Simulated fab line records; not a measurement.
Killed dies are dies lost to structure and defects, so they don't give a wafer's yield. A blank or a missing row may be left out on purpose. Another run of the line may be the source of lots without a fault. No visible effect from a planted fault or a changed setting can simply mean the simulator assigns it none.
Chamber matching || flow nand-harc || NHARC_A_STAIRCASE_DESCUM_11 on rie-diel-03 has 4 sister chambers
The step chemistry O2, time 3 s. 4 wafers are shown with their chamber, then 7 later ones without.

WAFERS, EACH WITH ITS CHAMBER
{"wafer": "L079.2", "chamber": 1, "showerhead-plenum-p-Torr (Torr)": 1.84}
{"wafer": "L086.2", "chamber": 2, "showerhead-plenum-p-Torr (Torr)": 1.81}
{"wafer": "L087.1", "chamber": 0, "showerhead-plenum-p-Torr (Torr)": 1.79}
{"wafer": "L087.2", "chamber": 3, "showerhead-plenum-p-Torr (Torr)": 1.87}

WAFERS WITHOUT THEIR CHAMBER
{"wafer": "L087.4", "showerhead-plenum-p-Torr (Torr)": 1.81}
{"wafer": "L091.1", "showerhead-plenum-p-Torr (Torr)": 1.83}
{"wafer": "L091.2", "showerhead-plenum-p-Torr (Torr)": 1.81}
{"wafer": "L091.5", "showerhead-plenum-p-Torr (Torr)": 1.80}
{"wafer": "L093.1", "showerhead-plenum-p-Torr (Torr)": 1.87}
{"wafer": "L093.2", "showerhead-plenum-p-Torr (Torr)": 1.78}
{"wafer": "L093.4", "showerhead-plenum-p-Torr (Torr)": 1.80}

WHICH CHAMBER EACH WENT THROUGH
{"wafer": "L087.4", "from the rows above": 2, "in truth": 2}
{"wafer": "L091.1", "from the rows above": "can't be placed: 1 or 2", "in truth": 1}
{"wafer": "L091.2", "from the rows above": 2, "in truth": 2}
{"wafer": "L091.5", "from the rows above": "can't be placed: 0 or 2", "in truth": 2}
{"wafer": "L093.1", "from the rows above": 3, "in truth": 3}
{"wafer": "L093.2", "from the rows above": 0, "in truth": 0}
{"wafer": "L093.4", "from the rows above": "can't be placed: 0 or 2", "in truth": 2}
Correct placement for 4 of the 7. Cannot be placed on the basis of these rows: 3; the candidates contain the true chamber in 3. Wrongly placed: 0.
How it was worked out, from the rows above alone: a wafer's distance from a chamber is the root of the sum, over the readings, of the square of ((its reading less the chamber's mean) divided by the reading's scatter). The wafer belongs to the nearest chamber; if the next one is less than 2 further off, it can't be placed. Each chamber's mean is taken over the wafers shown for it. The scatter: root of mean squared gap, hidden wafer to nearest shown wafer, with one shown wafer a chamber.
